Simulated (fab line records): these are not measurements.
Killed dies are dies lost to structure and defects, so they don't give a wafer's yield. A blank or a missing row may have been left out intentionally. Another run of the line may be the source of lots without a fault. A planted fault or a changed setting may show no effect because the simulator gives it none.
One fault seen from 2 desks | flow nand-harc | numbers are kept per desk, each desk with only its own; the story behind them comes last

AT THE METROLOGY DESK
Means of the sampled wafers that have a number, per lot and without regard to the tool the lot ran on: this is what the gauges read. A lot is out of limits, marked OUT, if its mean lies more than 4 standard deviations from the usual mean; the brackets give that distance.
Columns: A = cd-nm at NHARC_P_ZERO_WELL_CD_MEAS_24, usual 720.5 nm
lot  | first seen here | A
L404 | day 2 02:54     | 722.7
L406 | day 2 14:35     | 718.5
L407 | day 2 20:37     | 718.9
L408 | day 3 02:31     | 721.3
L411 | day 3 20:35     | 718.3
L412 | day 4 02:35     | 719.9
L416 | day 5 02:32     | 738.8 (+9.2) OUT
L418 | day 5 14:37     | 723.7
L421 | day 6 08:30     | 736.6 (+8.0) OUT
L423 | day 6 20:37     | 721.4
L424 | day 7 02:30     | 719.6
Finding of this desk: L416, L421 out of limits; the first was L416 at day 5 02:32, on cd-nm at NHARC_P_ZERO_WELL_CD_MEAS_24. In limits: L404, L406, L407, L408, L411, L412, L418, L423, L424.

FOR THE TOOL OWNER'S DESK: krf-scanner-02
The tool's own readings at NHARC_P_ZERO_WELL_EXPOSE_21 (exposes mask P NWELL, target cd 720 nm): means of the sampled wafers that have a number, for each lot that ran on this tool. A lot is out of limits, marked OUT, if its mean lies more than 4 standard deviations from the usual mean; the brackets give that distance.
Columns: A = exposure-dose-mJ-cm2 at NHARC_P_ZERO_WELL_EXPOSE_21, usual 22.305
lot  | first seen here | A
L404 | day 2 02:45     | 22.273
L407 | day 2 20:28     | 22.315
L408 | day 3 02:22     | 22.328
L411 | day 3 20:25     | 22.272
L416 | day 5 02:23     | 24.553 (+99 or more) OUT
L421 | day 6 08:21     | 24.546 (+99 or more) OUT
Finding of this desk: L416, L421 out of limits; the first was L416 at day 5 02:23, on exposure-dose-mJ-cm2 at NHARC_P_ZERO_WELL_EXPOSE_21. In limits: L404, L407, L408, L411.

ALL TOGETHER
The tool owner's desk could have raised an alarm at day 5 02:23, on L416, L421.
Metrology desk: alarm possible at day 5 02:32 on L416, L421.
On krf-scanner-02, each named lot ran NHARC_P_ZERO_WELL_EXPOSE_21.

WHAT WAS PUT IN BY THE SIMULATOR
Process parameter drift: krf-scanner-02, from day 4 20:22 on, at NHARC_P_ZERO_WELL_EXPOSE_21. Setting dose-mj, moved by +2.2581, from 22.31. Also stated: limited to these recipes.
Shown lots that were struck: L416, L421.
Delay (hours) between the fault's onset and each desk's first out-of-limits reading: 6 at the tool owner's desk, 6 at the metrology desk.
